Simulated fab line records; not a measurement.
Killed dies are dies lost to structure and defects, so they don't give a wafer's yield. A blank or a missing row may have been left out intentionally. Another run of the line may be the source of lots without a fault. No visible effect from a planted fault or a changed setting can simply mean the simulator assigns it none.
The tool behind it: which one? ; flow n5 finfet ; 11 lots with 32 wafers sampled at 5 steps, on a route of 1938 steps

== WHAT THE GAUGES SHOWED, per wafer ==
The record lacks any reading of a measuring or inspecting step that a usual standard deviation could be used to judge.

== WHAT TOOL EACH LOT RAN ON (gives the tool, then ch and the chambers of the sampled wafers, and finally the start) ==
lot;N5_BEOL_M14_PRE_CLEAN_42;N5_BEOL_M14_SPUTTER_44;N5_BEOL_M14_CMP_49;N5_BEOL_M14_DEP_53;N5_BEOL_M15_ILD_DEP_00
L779;pvd sputter-03, day 11 19:35;pvd sputter-03, day 11 19:43;cmp-02 ch 1,2,3, day 11 20:30;pecvd-02 ch 0,1, day 11 20:45;pecvd-01 ch 0,1, day 11 20:53
L777;pvd sputter-03, day 12 01:32;pvd sputter-03, day 12 01:40;cmp-02 ch 2,3, day 12 03:01;pecvd-04 ch 0,1, day 12 03:23;pecvd-03 ch 0,2, day 12 03:31
L780;pvd sputter-02, day 12 06:57;pvd sputter-02, day 12 07:04;cmp-04 ch 0,2,3, day 12 07:46;pecvd-02 ch 0,1, day 12 08:07;pecvd-01 ch 1,2, day 12 08:14
L785;pvd sputter-03, day 13 04:25;pvd sputter-03, day 13 04:32;cmp-02 ch 0,1, day 13 05:35;pecvd-02 ch 0, day 13 05:56;pecvd-03 ch 2, day 13 06:05
L789;pvd sputter-03, day 14 22:08;pvd sputter-03, day 14 22:15;cmp-03 ch 1,3, day 14 22:56;pecvd-04 ch 0,1, day 14 23:17;pecvd-01 ch 0,1,2, day 14 23:25
L792;pvd sputter-03, day 15 11:29;pvd sputter-03, day 15 11:36;cmp-02 ch 0,1,3, day 15 12:26;pecvd-02 ch 0,1, day 15 12:48;pecvd-01 ch 0,1, day 15 12:56
L793;pvd sputter-03, day 15 16:52;pvd sputter-03, day 15 16:59;cmp-02 ch 2,3, day 15 17:49;pecvd-03 ch 0,1,2, day 15 18:10;pecvd-03 ch 0,2, day 15 18:18
L797;pvd sputter-01, day 16 14:39;pvd sputter-01, day 16 14:46;cmp-03 ch 2,3, day 16 15:54;pecvd-04 ch 0,1, day 16 16:16;pecvd-02 ch 0,2, day 16 16:23
L798;pvd sputter-01, day 17 04:10;pvd sputter-01, day 17 04:17;cmp-02 ch 0,1,3, day 17 04:59;pecvd-03 ch 0,2, day 17 05:20;pecvd-02 ch 0,2, day 17 05:28
L800;pvd sputter-02, day 17 05:26;pvd sputter-02, day 17 05:34;cmp-02 ch 0,1,3, day 17 06:23;pecvd-02 ch 0,2, day 17 06:38;pecvd-01 ch 0,1,2, day 17 06:46
L799;pvd sputter-02, day 17 05:46;pvd sputter-02, day 17 05:53;cmp-03 ch 0,2, day 17 06:46;pecvd-02 ch 1,2, day 17 07:05;pecvd-03 ch 0,1,2, day 17 07:13
- N5_BEOL_M14_PRE_CLEAN_42: time 30 s.
- N5_BEOL_M14_SPUTTER_44: material Ta, target thk 15 nm, time 24.19 s.
- N5_BEOL_M14_CMP_49: polishes, stops on SiO2, t overpolish 5.2 s, target thk 560 nm.
- N5_BEOL_M14_DEP_53: deposits SiCN from 3MS/NH3, target thk 50 nm, time 17.8 s.
- N5_BEOL_M15_ILD_DEP_00: deposits SiO2 from TEOS/O2, target thk 1629.3 nm, time 346.1 s.

== AS READ BY THE TOOLS THEMSELVES (means over the sampled wafers that have a number; for cases with no such wafer, the mark the record gives instead) ==
N5_BEOL_M14_PRE_CLEAN_42.
lot;tool;heater power w (W)
L779;pvd sputter-03;429
L777;pvd sputter-03;441
L780;pvd sputter-02;476
L785;pvd sputter-03;430
L789;pvd sputter-03;424
L792;pvd sputter-03;442
L793;pvd sputter-03;440
L797;pvd sputter-01;468
L798;pvd sputter-01;458
L800;pvd sputter-02;466
L799;pvd sputter-02;489

N5_BEOL_M14_SPUTTER_44.
lot;tool;bias v (V);substrate temp c (C);throttle valve pct (%)
L779;pvd sputter-03;80.0;50.00;29.5
L777;pvd sputter-03;79.8;50.03;29.4
L780;pvd sputter-02;79.6;50.02;29.0
L785;pvd sputter-03;79.5;50.02;29.7
L789;pvd sputter-03;80.2;49.89;30.1
L792;pvd sputter-03;80.1;49.84;29.4
L793;pvd sputter-03;80.0;49.87;29.2
L797;pvd sputter-01;79.7;50.05;30.5
L798;pvd sputter-01;80.1;49.91;30.6
L800;pvd sputter-02;79.6;50.04;29.0
L799;pvd sputter-02;80.3;50.01;28.9

N5_BEOL_M14_CMP_49.
lot;tool;barrier field endpoint s (s);clearing platen rpm (rpm);motor current A (A);pad life wafers;platen rpm (rpm)
L779;cmp-02;11.5;80.02;8.1;2001;80.00
L777;cmp-02;11.2;80.01;7.9;2052;79.99
L780;cmp-04;11.2;80.03;8.0;1292;79.99
L785;cmp-02;11.3;79.95;8.4;78;80.07
L789;cmp-03;14.0;80.01;8.3;811;80.00
L792;cmp-02;14.3;80.01;8.0;469;80.00
L793;cmp-02;14.0;79.98;8.5;510;80.00
L797;cmp-03;11.3;79.95;8.8;1152;79.98
L798;cmp-02;11.3;80.00;7.8;835;79.95
L800;cmp-02;11.2;80.00;7.8;849;80.02
L799;cmp-03;12.0;79.98;9.4;1286;79.98

N5_BEOL_M14_DEP_53.
lot;tool;showerhead plenum p Torr (Torr);throttle valve pct (%)
L779;pecvd-02;4.166;18.4
L777;pecvd-04;4.152;19.2
L780;pecvd-02;4.160;17.6
L785;pecvd-02;4.168;16.8
L789;pecvd-04;4.177;19.2
L792;pecvd-02;4.165;18.4
L793;pecvd-03;4.155;18.5
L797;pecvd-04;4.154;19.3
L798;pecvd-03;4.157;19.3
L800;pecvd-02;4.153;17.5
L799;pecvd-02;4.154;18.7

N5_BEOL_M15_ILD_DEP_00.
lot;tool;heater power w (W);showerhead plenum p Torr (Torr);throttle valve pct (%)
L779;pecvd-01;475;8.37;18.2
L777;pecvd-03;590;8.33;19.9
L780;pecvd-01;427;8.34;18.4
L785;pecvd-03;608;8.41;18.1
L789;pecvd-01;494;8.36;18.3
L792;pecvd-01;450;8.37;18.3
L793;pecvd-03;530;8.33;20.0
L797;pecvd-02;581;8.34;18.1
L798;pecvd-02;613;8.33;17.9
L800;pecvd-01;474;8.36;18.4
L799;pecvd-03;494;8.35;19.3

== THE ANSWER, worked out from the rows above alone ==
Rule: the usual values come from the lots themselves. Put in order of their means at a reading, lots are off if they are a third of the lots or fewer, leave a main group of 4 or more, and stand apart from it by a gap of 3 or more times the standard deviation of the main group's means; of several such gaps the widest counts. A main group is skipped when, at the precision printed for the reading in the tables above, its means are all equal. Also off: a lot with no number at a reading for which 4 or more lots have one. The other lots that the step has rows for count as sound. First the gauges in route order, then the tools' own readings, where a lot's mean is used as printed above. At the first step where some lot is off, the reading lying furthest off is the one used; lots without a number count as furthest.
Off at N5_BEOL_M14_CMP_49 (barrier field endpoint s): L789, L792, L793. The main group has a mean of 11.4 s with a standard deviation of 0.25.
If a tool, at that step or one of the process steps before it, ran each lot that is off and ran no sound lot following the first of them, it fits. One fits: pvd sputter-03 at N5_BEOL_M14_PRE_CLEAN_42 and N5_BEOL_M14_SPUTTER_44. At N5_BEOL_M14_PRE_CLEAN_42 its last sound lot is L785 (day 13 04:25), its first lot that is off L789 (day 14 22:08): a fault that began between those two fits.

== WHAT THE SIMULATOR HAD PUT IN ==
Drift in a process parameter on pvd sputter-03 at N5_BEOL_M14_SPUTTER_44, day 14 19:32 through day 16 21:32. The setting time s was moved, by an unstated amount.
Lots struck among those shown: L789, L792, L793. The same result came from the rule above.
